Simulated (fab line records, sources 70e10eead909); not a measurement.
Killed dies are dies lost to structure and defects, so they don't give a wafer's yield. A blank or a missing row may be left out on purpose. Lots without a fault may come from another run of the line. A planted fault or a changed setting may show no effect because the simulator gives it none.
fab line records | flow nand_harc
record lots=6 wafers=18 last_day=24
route steps=1159 shown THIN_TSV@1113 END@1159
lots that met no fault: from a run of the same line without faults
start_h: hours from the record's first day to the start of the lot's first wafer shown | wait_h: hours since the lot's step before | " the same as in the row above | L1.1+2: a row that stands for several wafers | - no value, or no start given | * or withheld: withheld | < > ~ a bound
route shown NAME@n: a module of which the file shows steps, and the number in the route of the first | usual: mean/standard deviation of fault-free wafers | same: alike in all rows | chamber/n: place in a boat | sites: the reading at each site | _std_site: their standard deviation | _edge_site: outer sites' mean less inner sites' | radius_mm: how far each site lies from the wafer's centre | mask NAME#n: copy n | behind: the tool/chamber that last shaped the wafer | hold: why the lot was held/for how many hours/how that ended | device: the transistor (n, p or np) that didn't switch | end of line: the same wafers' tests at the end of the route | a step without rows: its recipe alone | killed: dies lost to structure and defects at the first sort, not the wafer's yield | map: a wafer's dies, x killed, . not, _ none there
set.NAME: the setting as run; set.NAME@STEP: as run at that earlier step | model.NAME: the simulator's own value behind a step, which no gauge read
lots at some steps of the route; a table a step, a row a wafer
services: from which hour (start_h, from the record's first day; less than 0 if before it) a tool's chamber was out of use, for how many hours, and why
## steps
# step NHARC_THIN_TSV_EXPOSE_09
# recipe na=0.55 dose_mj=30.7 mask_id=TSV
# step NHARC_THIN_TSV_PEB_10
# recipe peb_temp_c=118 peb_time_s=85
# step NHARC_THIN_TSV_DEVELOP_11
# recipe time_s=70
# step NHARC_THIN_TSV_CD_MEAS_12
# recipe target_cd_nm=1000 landing_energy_ev=500
# usual cd_nm=999.4/1.7
# columns lot.wafer tool chamber start_h wait_h cd_nm
L191.1 cd_sem-01 0 447.48 - 998.5
L191.2 " 0 " " 998.1
L191.5 " 0 " " 996.6
L190.1 cd_sem-02 0 449.01 - 998.5
L190.5 " 0 " " 998.6
L190.6 " 0 " " 999.3
L203.2 cd_sem-03 0 519.34 - 998.4
L203.5 " 0 " " 996.7
L203.6 " 0 " " 997.5
L205.2 cd_sem-03 0 521.77 - 1000.3
L205.3 " 0 " " 1002.0
L205.4 " 0 " " 996.6
L209.2 cd_sem-01 0 541.46 - 998.8
L209.5 " 0 " " 1000.2
L209.6 " 0 " " 998.9
L211.3 cd_sem-02 0 555.40 - 997.9
L211.5 " 0 " " 1000.7
L211.6 " 0 " " 1001.4
# step NHARC_THIN_TSV_HARDBAKE_13
# recipe temp_c=125 time_s=80
# step NHARC_THIN_TSV_DESCUM_14
# recipe time_s=3 o2_flow_sccm=200 ar_flow_sccm=0 bias_power_w=0 chemistry=O2
# usual drypump_motor_current_A=5.7/0.44 oes_product_au=1.000/0.0088 rf_vpp_V=57.9/0.82 showerhead_plenum_p_Torr=1.93/0.057 throttle_valve_pct=11.312/0.0087
# columns lot.wafer tool chamber start_h wait_h drypump_motor_current_A oes_product_au rf_hours_counter_h rf_vpp_V showerhead_plenum_p_Torr throttle_valve_pct
L191.1 rie_diel-03 1 447.65 - 5.7 1.011 2 59.1 1.92 11.304
L191.2 " 3 " " 5.5 1.006 2 58.2 1.93 11.312
L191.5 " 0 " " 6.1 1.009 - 57.8 1.97 11.313
L190.1 rie_diel-03 3 449.18 - 5.4 1.009 3 57.4 1.93 11.302
L190.5 " 2 " " 5.5 0.993 - 57.4 2.03 11.308
L190.6 " 3 " " 5.5 1.016 - 58.1 1.93 11.321
L203.2 rie_diel-03 0 519.52 - 6.1 0.991 8 57.8 1.97 11.325
L203.5 " 1 " " 5.7 1.021 - 56.7 1.92 11.314
L203.6 " 2 " " 5.5 0.997 - 58.4 2.02 11.304
L205.3 rie_diel-09 2 521.94 - 6.2 1.003 3 56.6 1.95 11.322
L205.2 " 3 " " 5.9 0.997 10 55.3 2.00 11.304
L205.4 " 1 " " 6.6 0.991 - 58.1 1.95 11.310
L209.2 rie_diel-05 2 541.64 - 5.4 0.987 1 58.6 1.92 11.308
L209.6 " 1 " " 5.2 0.998 - 57.8 1.86 11.319
L209.5 " 2 " " 5.3 0.999 - 58.5 1.92 11.331
L211.3 rie_diel-05 2 555.58 - 5.3 0.983 3 56.8 1.92 11.313
L211.6 " 1 " " 5.3 1.003 - 57.4 1.86 11.323
L211.5 " 0 " " 5.0 0.995 - 57.4 1.86 11.313
# step NHARC_THIN_TSV_ETCH_44
# recipe target_depth_a=15942 time_s=797.1 cf4_flow_sccm=150 o2_flow_sccm=10 ar_flow_sccm=0 rf_w=300 bias_w=800 chemistry=CF4/O2
# usual cf4_flow_sccm=150.0/0.44 drypump_motor_current_A=5.7/0.44 oes_product_au=1.000/0.01 rf_vpp_V=795/3.2 showerhead_plenum_p_Torr=1.85/0.051 throttle_valve_pct=16.915/0.0091
# columns lot.wafer tool chamber start_h wait_h cf4_flow_sccm drypump_motor_current_A oes_product_au rf_hours_counter_h rf_vpp_V showerhead_plenum_p_Torr throttle_valve_pct
L191.1 rie_diel-03 3 447.79 0.1 149.9 5.4 0.997 3 795 1.85 16.923
L191.2 " 1 " " 150.1 5.7 1.002 2 797 1.84 16.912
L191.5 " 3 " " 149.6 5.5 0.996 - 794 1.85 16.928
L190.1 rie_diel-03 2 449.38 0.2 150.0 5.5 0.994 3 799 1.93 16.910
L190.5 " 0 " " 150.3 6.1 1.005 - 796 1.88 16.914
L190.6 " 1 " " 149.5 5.7 1.008 - 796 1.84 16.898
L203.2 rie_diel-03 3 519.58 0.1 150.0 5.4 1.018 6 795 1.85 16.909
L203.5 " 3 " " 150.5 5.4 1.014 - 796 1.85 16.916
L203.6 " 0 " " 150.3 6.1 1.003 - 797 1.88 16.917
L205.2 rie_diel-09 2 522.04 0.1 150.3 6.2 0.994 3 797 1.86 16.904
L205.3 " 3 " " 150.1 5.9 0.994 10 800 1.91 16.915
L205.4 " 1 " " 149.2 6.5 0.984 - 797 1.86 16.911
L209.2 rie_diel-05 1 541.87 0.2 150.3 5.3 0.997 1 791 1.79 16.914
L209.6 " 2 " " 149.9 5.3 0.984 - 795 1.83 16.922
L209.5 " 0 " " 150.1 5.0 0.993 - 792 1.79 16.913
L211.3 rie_diel-05 2 555.82 0.2 150.3 5.3 0.991 3 796 1.83 16.928
L211.5 " 1 " " 149.1 5.3 1.000 - 792 1.79 16.903
L211.6 " 2 " " 150.2 5.3 0.982 - 794 1.83 16.912
# step NHARC_THIN_TSV_ETCH_15
# recipe target_depth_a=30000 bosch_target_overetch_cycles=2 bosch_etch_step_s=2.8 bosch_dep_step_s=1.2 bosch_cycles=14
# usual drypump_motor_current_A=5.8/0.54
# columns lot.wafer tool chamber start_h wait_h drypump_motor_current_A rf_hours_counter_h
L191.1 rie_si-04 1 448.30 - 5.6 1.6
L191.2 " 2 " " 6.5 1.4
L191.5 " 2 " " 6.5 -
L190.1 rie_si-03 1 449.87 - 4.8 1.0
L190.6 " 2 " " 6.6 -
L190.5 " 3 " " 6.4 -
L203.2 rie_si-04 2 520.18 - 6.5 0.4
L203.5 " 0 " " 4.9 -
L203.6 " 1 " " 5.6 -
L205.3 rie_si-04 2 522.73 - 6.5 0.4
L205.4 " 3 " " 5.7 0.5
L205.2 " 0 " " 5.0 0.6
L209.2 rie_si-03 0 542.43 - 6.0 0.2
L209.6 " 2 " " 6.6 -
L209.5 " 3 " " 6.5 -
L211.3 rie_si-06 2 556.37 - 5.2 0.1
L211.6 " 1 " " 5.3 -
L211.5 " 2 " " 5.3 -
# step NHARC_THIN_TSV_CD_MEAS_16
# usual cd_nm=999.4/1.8
# columns lot.wafer tool chamber start_h wait_h cd_nm
L191.1 cd_sem-03 - 448.44 0.1 998.2
L191.2 " - " " 998.2
L191.5 " - " " 996.3
L190.1 cd_sem-01 - 449.98 0.1 997.5
L190.5 " - " " 998.2
L190.6 " - " " 999.2
L203.2 cd_sem-02 - 520.31 0.1 998.4
L203.5 " - " " 997.6
L203.6 " - " " 997.2
L205.2 cd_sem-02 - 522.88 0.1 999.5
L205.3 " - " " 1001.8
L205.4 " - " " 996.4
L209.2 cd_sem-03 - 542.55 0.1 998.3
L209.5 " - " " 999.3
L209.6 " - " " 999.4
L211.3 cd_sem-03 - 556.50 0.1 998.7
L211.5 " - " " 1000.8
L211.6 " - " " 1002.0
# step NHARC_THIN_TSV_STRIP_45
# recipe power_w=1500 temp_c=250 chemistry=O2
# step NHARC_THIN_TSV_STRIP_46
# recipe time_s=1200 temp_c=72.5 chemistry=post_etch_residue_remover
# step NHARC_THIN_TSV_DEP_47
# recipe target_thk_a=2000 temp_c=withheld pressure_torr=6.5 rf_w=900 teos_flow_sccm=161.4 flow_sccm=2650 target_thk_nm=200 gas=O2 material=SiO2
# usual throttle_valve_pct=16.1/0.51
# columns lot.wafer tool chamber start_h wait_h since_wet_clean_h throttle_valve_pct
L191.1 pecvd-04 2 449.38 - 60 15.9
L191.2 " 0 " " 60 16.3
L191.5 " 2 " " - 16.0
L190.1 pecvd-04 2 451.07 - 62 15.9
L190.5 " 1 " " - 16.4
L190.6 " 0 " " - 15.9
L203.2 pecvd-01 2 521.30 - 90 15.6
L203.5 " 2 " " - 15.4
L203.6 " 0 " " - 16.9
L205.3 pecvd-04 1 523.93 - 135 16.1
L205.2 " 2 " " 135 16.2
L205.4 " 1 " " - 16.2
L209.2 pecvd-01 0 544.47 - 113 17.2
L209.6 " 0 " " - 17.0
L209.5 " 1 " " - 16.0
L211.3 pecvd-01 2 557.38 - 126 15.4
L211.5 " 2 " " - 15.4
L211.6 " 1 " " - 15.8
# step NHARC_THIN_TSV_ETCHBACK_48
# recipe target_depth_a=10285 over_etch_frac=0.3 time_s=405.17 ion_energy_ev=250 c4f8_flow_sccm=withheld ar_flow_sccm=withheld rf_w=600 bias_w=300 chemistry=C4F8/Ar
# usual oes_product_au=0.941/0.024 rf_vpp_V=547.3/2.3
# columns lot.wafer tool chamber start_h wait_h oes_product_au rf_hours_counter_h rf_vpp_V
L191.2 rie_diel-05 1 449.77 - 0.944 6 544.2
L191.1 " 3 " " 0.979 7 542.4
L191.5 " 1 " " 0.939 - 544.6
L190.1 rie_diel-03 0 451.45 - 0.929 3 549.7
L190.6 " 3 " " 0.941 - 548.1
L190.5 " 0 " " 0.931 - 549.7
L203.2 rie_diel-03 1 521.77 - 0.927 7 547.2
L203.5 " 3 " " 0.944 - 546.5
L203.6 " 0 " " 0.767 - 548.5
L205.4 rie_diel-03 2 524.34 - 0.917 8 551.3
L205.3 " 0 " " 0.767 9 549.6
L205.2 " 1 " " 0.941 8 546.8
L209.2 rie_diel-05 0 544.93 - 0.952 2 545.7
L209.5 " 2 " " 0.952 - 547.3
L209.6 " 0 " " 0.954 - 544.6
L211.3 rie_diel-09 3 557.78 - 0.922 14 550.0
L211.5 " 3 " " 0.923 - 549.4
L211.6 " 0 " " 0.933 - 546.0
# step NHARC_THIN_TSV_STRIP_62
# recipe power_w=1500 temp_c=250 time_s=20 chemistry=N2/H2
# usual drypump_motor_current_A=5.7/0.45 heater_power_w=327/16
# columns lot.wafer tool chamber start_h wait_h drypump_motor_current_A heater_power_w rf_hours_counter_h
L191.2 plasma_asher-01 0 450.15 - 5.9 300 55
L191.1 " 1 " " 5.2 332 55
L191.5 " 1 " " 5.2 314 -
L190.1 plasma_asher-02 1 451.80 - 6.3 344 29
L190.6 " 0 " " 5.4 322 -
L190.5 " 1 " " 6.3 354 -
L203.2 plasma_asher-01 1 522.06 - 5.2 334 20
L203.6 " 1 " " 5.2 326 -
L203.5 " 0 " " 5.9 312 -
L205.2 plasma_asher-01 1 524.72 - 5.2 333 20
L205.3 " 0 " " 5.9 306 -
L205.4 " 1 " " 5.2 321 -
L209.2 plasma_asher-02 1 546.00 - 6.3 356 0
L209.6 " 1 " " 6.3 351 -
L209.5 " 0 " " 5.4 351 -
L211.3 plasma_asher-02 0 558.18 - 5.4 340 -
L211.6 " 0 " " 5.4 339 -
L211.5 " 1 " " 6.3 355 -
# step NHARC_END_SORT_01
# recipe temp_c=25
# usual defect_limited_yield=95.2/1.6 killed_at_array=29/10 killed_at_other=0.7/1.1 killed_at_periphery=3.2/2.2 killed_dies=33/11 killed_open=3.5/1.8 killed_short=2.0/1.4 sort_bin_2_pct=1.5/0.61 sort_bin_3_pct=0.29/0.22 sort_bin_4_pct=3.1/1.1 sort_n_pass=644/11 sort_rim_yield_pct=95/3.3 sort_yield_pct=95.2/1.6
# same gross_dies=677 sort_bin_5_pct[%]=0 sort_bin_6_pct[%]=0 sort_bin_7_pct[%]=0 sort_bin_8_pct[%]=0 sort_rim_n_gross=106.00
# columns lot.wafer tool chamber start_h wait_h defect_limited_yield[%] killed_at_array killed_at_other killed_at_periphery killed_dies killed_open killed_short sort_bin_2_pct[%] sort_bin_3_pct[%] sort_bin_4_pct[%] sort_n_pass sort_rim_yield_pct[%] sort_yield_pct[%]
L203.2 prober-02 0 535.11 2.8 96.6 22 1 0 23 2 2 1.2 0 2.2 654 92 96.6
L203.5 prober-02 0 537.51 3.7 97.8 12 0 3 15 3 2 0.4 0 1.8 662 96 97.8
L203.6 prober-02 0 538.31 4.0 0 20 654 3 677 2 4 97.8 0 2.2 0 0 0
L205.3 prober-02 0 543.75 3.1 0 33 642 2 677 2 1 97.0 0.59 2.4 0 0 0
L209.2 prober-02 0 567.29 2.8 94.8 28 0 7 35 5 1 1.0 0.30 3.8 642 92 94.8
L209.5 prober-02 0 569.66 3.7 93.6 39 0 4 43 5 2 1.8 0.74 3.8 634 99 93.6
L209.6 prober-02 0 570.45 4.0 96.2 25 1 0 26 2 0 1.6 0.15 2.1 651 91 96.2
# killed by level:class
L203.2 A_CONTACT:chamber_film_flake=6 A_BONDPAD:chamber_film_flake=6 A_CHANNEL_HOLE_D1:chamber_film_flake=5 A_WL_FILL:geometric_particle:short=2 A_ONON_D1:geometric_particle:open=1 A_M0:geometric_particle:open=1 A_SGD_CUT:chamber_film_flake=1 HYBRID_BOND:latent=1
L203.5 A_CONTACT:chamber_film_flake=4 A_CONTACT:geometric_particle:open=2 A_STAIRCASE:chamber_film_flake=2 A_BONDPAD:chamber_film_flake=2 P_GATE:geometric_particle:short=1 P_CONTACT:geometric_particle:short=1 A_WL_FILL:geometric_particle:open=1 P_BONDPAD:chamber_film_flake=1
L203.6 THIN_TSV:area_etchback=654 A_CHANNEL_HOLE_D1:chamber_film_flake=7 A_CONTACT:chamber_film_flake=5 A_BONDPAD:chamber_film_flake=4 A_WL_FILL:geometric_particle:short=3 P_STI:geometric_particle:open=1 P_CONTACT:geometric_particle:open=1 P_M0:geometric_particle:short=1
L205.3 THIN_TSV:area_etchback=642 A_CHANNEL_HOLE_D1:chamber_film_flake=18 A_SLIT:chamber_film_flake=9 P_STI:chamber_film_flake=2 A_CONTACT:chamber_film_flake=2 A_SGD_CUT:geometric_particle:short=1 A_CONTACT:geometric_particle:open=1 A_M1:geometric_particle:open=1
L209.2 A_SLIT:chamber_film_flake=13 A_CHANNEL_HOLE_D1:chamber_film_flake=9 A_CONTACT:geometric_particle:open=2 P_GATE:chamber_film_flake=2 P_CONTACT:geometric_particle:open=1 P_M0:geometric_particle:short=1 P_M1:geometric_particle:open=1 A_ONON_D1:geometric_particle:open=1
L209.5 A_SLIT:chamber_film_flake=16 A_CHANNEL_HOLE_D1:chamber_film_flake=12 A_ZERO_WELL:chamber_film_flake=4 A_M0:geometric_particle:open=2 P_M0:geometric_particle:open=1 P_M1:geometric_particle:open=1 A_ONON_D1:geometric_particle:short=1 A_CONTACT:geometric_particle:short=1
L209.6 A_SLIT:chamber_film_flake=10 A_CHANNEL_HOLE_D1:chamber_film_flake=8 A_STAIRCASE:chamber_film_flake=2 A_CONTACT:chamber_film_flake=2 A_WL_FILL:geometric_particle:open=1 A_BLC:geometric_particle:open=1 A_ZERO_WELL:chamber_film_flake=1 THIN_TSV:chamber_film_flake=1
# map L203.6 (x killed, . not)
____________x____________
_________xxxxxxx_________
_______xxxxxxxxxxx_______
______xxxxxxxxxxxxx______
_____xxxxxxxxxxxxxxx_____
____xxxxxxxxxxxxxxxxx____
____xxxxxxxxxxxxxxxxx____
___xxxxxxxxxxxxxxxxxxx___
___xxxxxxxxxxxxxxxxxxx___
__xxxxxxxxxxxxxxxxxxxxx__
__xxxxxxxxxxxxxxxxxxxxx__
_xxxxxxxxxxxxxxxxxxxxxxx_
_xxxxxxxxxxxxxxxxxxxxxxx_
_xxxxxxxxxxxxxxxxxxxxxxx_
_xxxxxxxxxxxxxxxxxxxxxxx_
_xxxxxxxxxxxxxxxxxxxxxxx_
xxxxxxxxxxxxxxxxxxxxxxxxx
xxxxxxxxxxxxxxxxxxxxxxxxx
xxxxxxxxxxxxxxxxxxxxxxxxx
xxxxxxxxxxxxxxxxxxxxxxxxx
xxxxxxxxxxxxxxxxxxxxxxxxx
_xxxxxxxxxxxxxxxxxxxxxxx_
_xxxxxxxxxxxxxxxxxxxxxxx_
_xxxxxxxxxxxxxxxxxxxxxxx_
_xxxxxxxxxxxxxxxxxxxxxxx_
_xxxxxxxxxxxxxxxxxxxxxxx_
__xxxxxxxxxxxxxxxxxxxxx__
__xxxxxxxxxxxxxxxxxxxxx__
___xxxxxxxxxxxxxxxxxxx___
___xxxxxxxxxxxxxxxxxxx___
____xxxxxxxxxxxxxxxxx____
____xxxxxxxxxxxxxxxxx____
_____xxxxxxxxxxxxxxx_____
______xxxxxxxxxxxxx______
_______xxxxxxxxxxx_______
_________xxxxxxx_________
____________x____________
# map L205.3 (x killed, . not)
____________x____________
_________xxxxxxx_________
_______xxxxxxxxxxx_______
______xxxxxxxxxxxxx______
_____xxxxxxxxxxxxxxx_____
____xxxxxxxxxxxxxxxxx____
____xxxxxxxxxxxxxxxxx____
___xxxxxxxxxxxxxxxxxxx___
___xxxxxxxxxxxxxxxxxxx___
__xxxxxxxxxxxxxxxxxxxxx__
__xxxxxxxxxxxxxxxxxxxxx__
_xxxxxxxxxxxxxxxxxxxxxxx_
_xxxxxxxxxxxxxxxxxxxxxxx_
_xxxxxxxxxxxxxxxxxxxxxxx_
_xxxxxxxxxxxxxxxxxxxxxxx_
_xxxxxxxxxxxxxxxxxxxxxxx_
xxxxxxxxxxxxxxxxxxxxxxxxx
xxxxxxxxxxxxxxxxxxxxxxxxx
xxxxxxxxxxxxxxxxxxxxxxxxx
xxxxxxxxxxxxxxxxxxxxxxxxx
xxxxxxxxxxxxxxxxxxxxxxxxx
_xxxxxxxxxxxxxxxxxxxxxxx_
_xxxxxxxxxxxxxxxxxxxxxxx_
_xxxxxxxxxxxxxxxxxxxxxxx_
_xxxxxxxxxxxxxxxxxxxxxxx_
_xxxxxxxxxxxxxxxxxxxxxxx_
__xxxxxxxxxxxxxxxxxxxxx__
__xxxxxxxxxxxxxxxxxxxxx__
___xxxxxxxxxxxxxxxxxxx___
___xxxxxxxxxxxxxxxxxxx___
____xxxxxxxxxxxxxxxxx____
____xxxxxxxxxxxxxxxxx____
_____xxxxxxxxxxxxxxx_____
______xxxxxxxxxxxxx______
_______xxxxxxxxxxx_______
_________xxxxxxx_________
____________x____________
## services
# columns tool chamber start_h hours kind
rie_diel-03 0 425.80 - clean
rie_diel-03 1 425.80 - clean
rie_diel-03 2 425.80 - clean
rie_diel-03 3 425.80 - clean
rie_diel-09 - 431.10 9.0 pm
plasma_asher-01 - 453.00 9.0 pm
rie_si-04 - 453.00 9.0 pm
rie_diel-03 3 459.04 17.8 repair
rie_diel-09 - 469.69 0.6 repair
rie_si-04 3 472.26 1.8 repair
rie_si-06 - 497.49 0.7 repair
rie_si-03 - 509.00 9.0 pm
rie_diel-09 1 512.44 7.1 repair
rie_diel-05 1 514.45 22.9 repair
rie_diel-05 - 518.25 9.0 pm
rie_si-03 - 518.87 4.3 repair
rie_diel-09 0 520.62 11.6 repair
rie_diel-03 - 523.00 0.3 repair
rie_diel-05 2 528.18 3.5 repair
plasma_asher-02 - 537.00 9.0 pm
rie_si-06 - 537.00 9.0 pm
pecvd-04 1 550.48 6.4 repair
rie_diel-05 2 556.97 8.5 repair
pecvd-04 - 557.38 13.0 pm
## key
first_sign step=NHARC_THIN_TSV_ETCHBACK_48 reading=oes_product_au direction=down sigmas=7.2 usual=0.941 struck=0.767
effect step=NHARC_END_SORT_01 reading=killed_at_other direction=up sigmas=99+ usual=0.7 struck=648
more_kills_born_at NHARC_THIN_TSV_ETCHBACK_48@rie_diel-03=1296
met_at NHARC_THIN_TSV_ETCHBACK_48
struck_wafers L203.6,L205.3
later_rows_left_out L203.6,L205.3
onset_between 451.45 521.77
fault kind=process_parameter_drift tool=rie_diel-03 chamber=0 onset_h=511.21 steps=NHARC_THIN_TSV_ETCHBACK_48 channel=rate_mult offset=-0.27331 shape=step end_h=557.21
# later_rows_left_out: the simulator's readings of these wafers behind a module that went badly wrong aren't trusted and aren't shown, but for the sort
